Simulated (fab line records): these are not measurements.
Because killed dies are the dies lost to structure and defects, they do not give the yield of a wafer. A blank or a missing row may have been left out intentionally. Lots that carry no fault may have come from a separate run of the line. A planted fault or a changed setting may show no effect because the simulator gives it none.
Chamber matching / flow n5 finfet / N5_BEOL_M2_ALD_98 on ald sin-03 has 4 sister chambers
The step deposits SiO2, target thk 2.5 nm, pulse time 1 s, co reactant pulse time 1 s. 8 wafers are shown with their chamber, then 7 later ones without.

== WAFERS, EACH WITH ITS CHAMBER ==
wafer=L081.3; chamber=0; heater power w (W)=88; precursor pulse height rel=0.983
wafer=L082.5; chamber=3; heater power w (W)=73; precursor pulse height rel=0.994
wafer=L083.4; chamber=3; heater power w (W)=75; precursor pulse height rel=0.985
wafer=L088.2; chamber=1; heater power w (W)=70; precursor pulse height rel=0.995
wafer=L088.3; chamber=2; heater power w (W)=80; precursor pulse height rel=0.998
wafer=L088.5; chamber=2; heater power w (W)=81; precursor pulse height rel=0.974
wafer=L087.1; chamber=1; heater power w (W)=69; precursor pulse height rel=1.005
wafer=L087.5; chamber=0; heater power w (W)=87; precursor pulse height rel=0.977

== WAFERS WHOSE CHAMBER IS MISSING ==
wafer=L087.6; heater power w (W)=70; precursor pulse height rel=1.001
wafer=L095.1; heater power w (W)=80; precursor pulse height rel=1.016
wafer=L095.3; heater power w (W)=74; precursor pulse height rel=0.986
wafer=L095.5; heater power w (W)=81; precursor pulse height rel=1.010
wafer=L094.1; heater power w (W)=71; precursor pulse height rel=1.002
wafer=L094.2; heater power w (W)=75; precursor pulse height rel=0.999
wafer=L094.3; heater power w (W)=86; precursor pulse height rel=0.993

== CHAMBER TAKEN BY EACH ==
wafer=L087.6; from the rows above=1; in truth=1
wafer=L095.1; from the rows above=2; in truth=2
wafer=L095.3; from the rows above=3; in truth=3
wafer=L095.5; from the rows above=2; in truth=2
wafer=L094.1; from the rows above=can't be placed: 1 or 3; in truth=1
wafer=L094.2; from the rows above=3; in truth=3
wafer=L094.3; from the rows above=0; in truth=0
6 of 7 placed correctly. From these rows, 1 cannot be placed; in 1 the true chamber is one of the candidates. 0 placed wrongly.
How it was worked out, from the rows above alone: a wafer's distance from a chamber is the root of the sum, over the readings, of the square of ((its reading less the chamber's mean) divided by the reading's scatter). If the next closest chamber is less than 2 further off than the closest, the wafer can't be placed; otherwise it belongs to the closest. For every chamber, the mean is computed from those of its wafers that are shown. The scatter: take each reading less its chamber's mean, square it, sum over the shown wafers, divide by the number of wafers less the number of chambers, and take the root.
